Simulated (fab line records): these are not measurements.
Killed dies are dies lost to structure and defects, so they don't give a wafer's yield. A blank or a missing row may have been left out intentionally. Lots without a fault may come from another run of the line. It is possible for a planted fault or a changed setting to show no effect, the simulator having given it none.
Problem report, 8D (eight disciplines) form, completed by code || flow nand-harc || the parts of the form that need people (team, actions taken, sign-off) are left out

1. WHAT WENT WRONG
A mean of 670 is read at NHARC_END_SORT_01 for killed-at-array, taken on 1 wafer of 1 lot, against 58 (standard deviation 18) on wafers free of any fault. That is +34 standard deviations from the usual mean.
Earliest sighting: wafer L766.6 on prober-02 at day 29 02:34. The record holds 3 wafers of 1 lot with a number at this step. Rule for "out" (also "out of limits"): further than 4 standard deviations from the usual mean. All remaining wafers that have a number are taken as sound.

2. WHAT IT IS AND WHAT IT IS NOT
{"question": "which readings at this step", "is": "killed-at-array, killed-dies", "is not": "killed-at-other, killed-at-periphery, killed-open, killed-short"}
{"question": "which lots", "is": "L766", "is not": "-"}
{"question": "which wafers of those lots", "is": "L766.6", "is not": "L766.2, L766.3"}
{"question": "read on which gauges", "is": "prober-02", "is not": "-"}
{"question": "when", "is": "from day 29 02:34", "is not": "up to then (2 sound wafers)"}

3. THE SUSPECTS, EACH WITH WHAT RULES IT OUT
Counting: any tool at a process step up to the reading remains a suspect provided it ran every lot that is out. Sound lots after the first of them don't rule it out here, since some wafers of a struck lot are sound.
- the gauge at NHARC_END_SORT_01 is ruled out. All the wafers that are out were read on prober-02, but those of them that NHARC_A_CONTACT_ETCH_76 has rows for are out there too, on other tools.
- acl-dep-03 at NHARC_A_CONTACT_DEP_57 (deposits aC, target thk 5300 nm): kept. It ran the lot that is out, L766 (day 26 04:31).
- rie-diel-12 at NHARC_A_CONTACT_ETCH_76 (etches the open film in N2/H2, target depth 260 nm, time 475.3 s): kept. It ran the lot that is out, L766 (day 26 08:20). On those wafers its own readings are out: run-length-s.
- rie-diel-12 at NHARC_A_CONTACT_ETCH_77 (etches the open film in CF4/CHF3, target depth 108.9 nm, time 54.5 s): kept. It ran the lot that is out, L766 (day 26 10:37). NHARC_A_CONTACT_ETCH_77: start missing for some lots; hours and lot order therefore follow NHARC_A_CONTACT_ETCH_129.
- har-cap-etch-01 at NHARC_A_CONTACT_ETCH_129 (etches the open film in C4F8/O2/Ar, time 197 s, target depth 1918 nm): kept. It ran the lot that is out, L766 (day 26 10:37).
- rie-diel-12, NHARC_A_CONTACT_ETCH_76: wafers that are out in chamber 0, sound lot-mates in chambers 1, 2.
Left after counting: acl-dep-03 at NHARC_A_CONTACT_DEP_57, rie-diel-12 at NHARC_A_CONTACT_ETCH_76, rie-diel-12 at NHARC_A_CONTACT_ETCH_77, har-cap-etch-01 at NHARC_A_CONTACT_ETCH_129.

4. THE CAUSE (what the simulator had put in)
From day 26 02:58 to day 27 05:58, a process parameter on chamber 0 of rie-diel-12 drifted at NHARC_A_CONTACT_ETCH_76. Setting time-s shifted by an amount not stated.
This tool is one of the 4 suspects left after counting.

5. THE EFFECT CHAIN, in route order
One row per reading whose mean, taken over the struck wafers that have a number, lies over 3 standard deviations from the usual. Scope: only readings with a usual standard deviation given in the record; hours: median across lots of the time from each lot's start at the first step in this table that gives one to its start at this step; sigmas: change in usual standard deviations.
{"hours": 0, "step": "NHARC_A_CONTACT_ETCH_76", "reading": "run-length-s", "usual": "496.6 s", "on struck wafers": 351.1, "change": -145.5, "sigmas": "-99 or more"}
{"hours": 66, "step": "NHARC_END_SORT_01", "reading": "killed-at-array", "usual": 58, "on struck wafers": 670, "change": "+612", "sigmas": "+34"}
{"hours": 66, "step": "NHARC_END_SORT_01", "reading": "killed-dies", "usual": 64, "on struck wafers": 674, "change": "+610", "sigmas": "+34"}
Its process steps:
- NHARC_A_CONTACT_ETCH_76: etches the open film in N2/H2, target depth 260 nm, time 475.3 s.

6. HOW IT WOULD HAVE BEEN CAUGHT EARLIER
The first out-of-limits reading at a measuring or inspecting step in this record came at day 29 02:34, 72 hours after the fault's start at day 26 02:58.
At NHARC_A_CONTACT_ETCH_76, the tool's own readings (run-length-s) were out on each struck wafer the step has a row for, so an alarm limit on them would have fired on the first such wafer.
All the lots that are out (1) had begun NHARC_A_CONTACT_ETCH_76 on rie-diel-12 by day 29 02:34. Holding the tool at that point would not have protected any of them.
